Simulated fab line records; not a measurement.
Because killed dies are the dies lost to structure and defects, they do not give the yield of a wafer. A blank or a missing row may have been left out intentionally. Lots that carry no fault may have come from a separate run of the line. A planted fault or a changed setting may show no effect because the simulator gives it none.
Split-lot trial || flow n5Finfet || 21 wafers read from 7 lots, route of 1938 steps

THE SPLIT
At N5_GATE_CUT_EXPOSE_10 (exposes mask GATE CUT, target cd 20 nm), the setting doseMj was moved away from the recipe's 43.25 on 4 of the 21 wafers read, by -5.4% to +6.8%. All remaining wafers had this setting at the recipe value.

FROM THE SPLIT TO THE READING: what the file shows between them, 2 steps
- N5_GATE_CUT_PEB_11: peb time 60 s
- N5_GATE_CUT_DEVELOP_12: develop time 30 s

THE READING
cdNm, in nm, at N5_GATE_CUT_CD_MEAS_13 (target cd 20 nm). A value of 19.97 nm with a standard deviation of 0.25 nm is what fault-free wafers of this fab line usually give.

{"wafer": "L075.2", "tool, chamber at the split": "euvScanner-01, 0", "doseMj as run": 40.92, "against the recipe": "-5.4%", "cdNm, nm": 18.72, "against lot-mates on the recipe": -1.45}
{"wafer": "L075.4", "tool, chamber at the split": "euvScanner-01, 0", "doseMj as run": 43.25, "against the recipe": "recipe", "cdNm, nm": 20.31, "against lot-mates on the recipe": "-"}
{"wafer": "L075.6", "tool, chamber at the split": "euvScanner-01, 0", "doseMj as run": 43.25, "against the recipe": "recipe", "cdNm, nm": 20.04, "against lot-mates on the recipe": "-"}
{"wafer": "L076.3", "tool, chamber at the split": "euvScanner-02, 0", "doseMj as run": 43.25, "against the recipe": "recipe", "cdNm, nm": 20.05, "against lot-mates on the recipe": "-"}
{"wafer": "L076.4", "tool, chamber at the split": "euvScanner-02, 0", "doseMj as run": 43.25, "against the recipe": "recipe", "cdNm, nm": 19.89, "against lot-mates on the recipe": "-"}
{"wafer": "L076.6", "tool, chamber at the split": "euvScanner-02, 0", "doseMj as run": 43.25, "against the recipe": "recipe", "cdNm, nm": 19.93, "against lot-mates on the recipe": "-"}
{"wafer": "L078.2", "tool, chamber at the split": "euvScanner-01, 0", "doseMj as run": 43.25, "against the recipe": "recipe", "cdNm, nm": 20.44, "against lot-mates on the recipe": "-"}
{"wafer": "L078.4", "tool, chamber at the split": "euvScanner-01, 0", "doseMj as run": 43.25, "against the recipe": "recipe", "cdNm, nm": 20.17, "against lot-mates on the recipe": "-"}
{"wafer": "L078.6", "tool, chamber at the split": "euvScanner-01, 0", "doseMj as run": 43.25, "against the recipe": "recipe", "cdNm, nm": 20.29, "against lot-mates on the recipe": "-"}
{"wafer": "L080.3", "tool, chamber at the split": "euvScanner-01, 0", "doseMj as run": 43.25, "against the recipe": "recipe", "cdNm, nm": 19.80, "against lot-mates on the recipe": "-"}
{"wafer": "L080.4", "tool, chamber at the split": "euvScanner-01, 0", "doseMj as run": 43.25, "against the recipe": "recipe", "cdNm, nm": 20.23, "against lot-mates on the recipe": "-"}
{"wafer": "L080.6", "tool, chamber at the split": "euvScanner-01, 0", "doseMj as run": 43.25, "against the recipe": "recipe", "cdNm, nm": 20.21, "against lot-mates on the recipe": "-"}
{"wafer": "L088.2", "tool, chamber at the split": "euvScanner-01, 0", "doseMj as run": 43.25, "against the recipe": "recipe", "cdNm, nm": 19.62, "against lot-mates on the recipe": "-"}
{"wafer": "L088.5", "tool, chamber at the split": "euvScanner-01, 0", "doseMj as run": 46.19, "against the recipe": "+6.8%", "cdNm, nm": 21.11, "against lot-mates on the recipe": "+1.49"}
{"wafer": "L088.6", "tool, chamber at the split": "euvScanner-01, 0", "doseMj as run": 46.19, "against the recipe": "+6.8%", "cdNm, nm": 20.82, "against lot-mates on the recipe": "+1.20"}
{"wafer": "L090.2", "tool, chamber at the split": "euvScanner-01, 0", "doseMj as run": 43.25, "against the recipe": "recipe", "cdNm, nm": 19.86, "against lot-mates on the recipe": "-"}
{"wafer": "L090.3", "tool, chamber at the split": "euvScanner-01, 0", "doseMj as run": 43.25, "against the recipe": "recipe", "cdNm, nm": 19.71, "against lot-mates on the recipe": "-"}
{"wafer": "L090.6", "tool, chamber at the split": "euvScanner-01, 0", "doseMj as run": 43.25, "against the recipe": "recipe", "cdNm, nm": 19.88, "against lot-mates on the recipe": "-"}
{"wafer": "L091.2", "tool, chamber at the split": "euvScanner-02, 0", "doseMj as run": 43.25, "against the recipe": "recipe", "cdNm, nm": 19.67, "against lot-mates on the recipe": "-"}
{"wafer": "L091.3", "tool, chamber at the split": "euvScanner-02, 0", "doseMj as run": 44.99, "against the recipe": "+4.0%", "cdNm, nm": 21.19, "against lot-mates on the recipe": "+1.27"}
{"wafer": "L091.5", "tool, chamber at the split": "euvScanner-02, 0", "doseMj as run": 43.25, "against the recipe": "recipe", "cdNm, nm": 20.17, "against lot-mates on the recipe": "-"}

THE FIT
A straight line over all 21 wafers: cdNm changes by +0.181 nm for each +1% of doseMj; r = +0.86; the points scatter about the line by 0.28 nm.
The same after taking each lot's own level away (the mean of its wafers on the recipe; 21 wafers): +0.228 nm for each +1%; r = +0.96; scatter 0.18 nm.
According to that fit, moving doseMj by its largest amount changes the reading by 1.6 nm.
Measured against the standard deviation above, the lots' own levels, which go from 19.620 to 20.300 nm, span 2.7 times it.
So the slope is not independent of the lot-to-lot level: the two fits are not the same.
Check: +1.56 nm against its lot-mates is what the line predicts for one of the wafers moved furthest among these (+6.8%) when that wafer is left out of the fit. It came out at +1.49 nm against them.

OTHER SPLITS ON THESE WAFERS
Other splits were also applied to these wafers ahead of the reading. Each is held against what the fit with the lots' levels taken away leaves over:
{"other split on the same wafers": "N5_SDB_ETCH_17 cf4FlowSccm", "wafers away from the commonest value": 3, "r with cdNm (lot level and that fit taken away)": "+0.01"}
{"other split on the same wafers": "N5_GATE_CUT_COAT_27 spinRpm", "wafers away from the commonest value": 6, "r with cdNm (lot level and that fit taken away)": "+0.27"}

THE WHOLE CHAIN: every reading that the file lists as answering this split, in the file's order
{"step": "N5_GATE_CUT_CD_MEAS_13", "what it does": "target cd 20 nm", "reading": "cdNm", "change (the file's fit)": "+0.241 nm for each +1% of the setting", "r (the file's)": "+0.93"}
{"step": "N5_GATE_CUT_DESCUM_18", "what it does": "chemistry O2, time 7 s", "reading": "GATE_CUT.cdNm (the simulator's own value, which no gauge read)", "change (the file's fit)": "+0.234 nm for each +1% of the setting", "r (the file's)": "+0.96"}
{"step": "N5_GATE_CUT_ETCH_36", "what it does": "etches SiARC in CF4, target depth 13 nm, time 21.7 s", "reading": "GATE_CUT.cdNm (the simulator's own value, which no gauge read)", "change (the file's fit)": "+0.247 nm for each +1% of the setting", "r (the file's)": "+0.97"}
{"step": "N5_GATE_CUT_HM_OPEN_40", "what it does": "chemistry C4F6/O2, target SiO2, target depth 139 nm, time 85.1 s", "reading": "GATE_CUT.cdNm (the simulator's own value, which no gauge read)", "change (the file's fit)": "+0.277 nm for each +1% of the setting", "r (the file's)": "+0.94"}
{"step": "N5_GATE_CUT_ETCH_19", "what it does": "etches SiNx in CH3F/O2, target depth 53.7 nm, time 76.7 s", "reading": "GATE_CUT.cdNm (the simulator's own value, which no gauge read)", "change (the file's fit)": "+0.268 nm for each +1% of the setting", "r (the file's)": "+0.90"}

THE FILE'S OWN FIT
cdNm changes by +0.241 nm for each +1% of doseMj, r = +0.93.
